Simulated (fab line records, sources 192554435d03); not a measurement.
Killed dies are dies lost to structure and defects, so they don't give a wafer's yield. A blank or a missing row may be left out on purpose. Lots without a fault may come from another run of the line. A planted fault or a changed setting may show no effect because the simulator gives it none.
A struck lot beside a sound one | flow n5_finfet | 35 steps out of a route of 1938
Sound: wafers L131.1, L131.2, L131.5. Struck: wafer L138.3. (L138.2, L138.4 of the same lot were not struck and are left out.) The cause comes at the end.
At each step with rows: each side's tool, then ch and its chambers, then its first start. Under that, the readings that differ: sound wafers | struck wafers | difference of the means | sigmas: that difference in standard deviations of wafers without a fault.
alike: readings whose means differ by less than 2 such deviations, and words and numbers that are the same on both sides. not compared: withheld readings, readings that some wafer has no value for, bounds like >300 that may hide the same value, and numbers for which the record gives no deviation and whose values overlap.
The two part at a step that has a row with sigmas, a row that says differs or no value, or rows on one side only. Numbers that don't overlap but have no deviation are shown without sigmas and don't part them. A reading that every wafer of one side lacks parts them only if that side has two wafers or more.

first, 9 steps without rows for these wafers: N5_BEOL_M6_SOFTBAKE_06 (time 60 s); N5_BEOL_M6_EXPOSE_08 (exposes mask M6); N5_BEOL_M6_PEB_09 (peb time 60 s); N5_BEOL_M6_DEVELOP_10 (develop time 30 s); N5_BEOL_M6_DESCUM_16 (chemistry O2, time 7.9 s); N5_BEOL_M6_ETCH_61 (etches SiARC in CF4, target depth 45.5 nm, time 75.8 s); N5_BEOL_M6_ETCH_62 (etches SOC in N2/H2, target depth 110 nm, overetch 22 nm, time 165 s); N5_BEOL_M6_STRIP_68 (strips in N2/H2); N5_BEOL_M6_STRIP_67 (strips in CF4).
N5_BEOL_M6_HM_OPEN_17: chemistry Cl2/BCl3, target TiN, target depth 20 nm, overetch 6 nm.
  sound on rie_metal-02 ch 0,1, day 9 07:26; struck on rie_metal-03 ch 1, day 10 20:14
  alike: drypump_motor_current_A, oes_product_au, throttle_valve_pct
  not compared: rf_hours_counter_h
then, 24 steps without rows for these wafers: N5_BEOL_M6_STRIP_19 (strips in O2); N5_BEOL_M6_COAT_63 (time 60 s, resist thk 60 nm); N5_BEOL_M6_COAT_64 (time 60 s, resist thk 12 nm); N5_BEOL_M6_COAT_71 (time 60 s, resist thk 5 nm); N5_BEOL_M6_COAT_22 (resist thk 30 nm); N5_BEOL_M6_EBR_24; N5_BEOL_M6_SOFTBAKE_23 (time 60 s); N5_BEOL_M6_EXPOSE_25 (exposes mask V5, target cd 40 nm); N5_BEOL_M6_PEB_26 (peb time 60 s); N5_BEOL_M6_DEVELOP_27 (develop time 30 s); N5_BEOL_M6_DESCUM_33 (chemistry O2, time 7 s); N5_BEOL_M6_ETCH_72 (etches underlayer in N2/H2, target depth 6.5 nm, time 5.2 s); N5_BEOL_M6_ETCH_65 (etches SiARC in CF4, target depth 15.6 nm, time 26 s); N5_BEOL_M6_ETCH_66 (etches SOC in N2/H2, target depth 80 nm, overetch 16 nm, time 120 s); N5_BEOL_M6_STRIP_69 (strips in N2/H2); N5_BEOL_M6_STRIP_73 (strips in N2/H2); N5_BEOL_M6_VIA_ETCH_34 (etches SiCOH lowk in C4F6/O2, target depth 126.3 nm, time 50.9 s); N5_BEOL_M6_STRIP_76 (strips in C4F6/O2); N5_BEOL_M6_STRIP_36 (strips in N2/H2); N5_BEOL_M6_TRENCH_ETCH_37 (etches SiCOH lowk in C4F6/O2, target depth 94.435 nm, time 31.5 s); N5_BEOL_M6_ETCH_41 (etches SiCN in CH3F/O2, target depth 29.7 nm, time 52 s); N5_BEOL_M6_STRIP_80 (strips in N2/H2, time 10 s); N5_BEOL_M6_HM_STRIP_39 (strips TiN in peroxide tin strip, target depth 25 nm, time 158 s); N5_BEOL_M6_SRD_40 (time 30 s).
-- the record jumps here: 4 days lie between the struck wafers' starts before and after (it left off in module BEOL_M6 and takes up again in module PASSIVATION, whose first step shown is number 1936 of the route) --
N5_PASSIVATION_PROBE_49:
  the record has rows for the struck wafers here (prober-02, day 14 09:46) and none for the sound ones

WHERE THEY PART
Only at N5_PASSIVATION_PROBE_49, within this record.

WHY: what the simulator had put in
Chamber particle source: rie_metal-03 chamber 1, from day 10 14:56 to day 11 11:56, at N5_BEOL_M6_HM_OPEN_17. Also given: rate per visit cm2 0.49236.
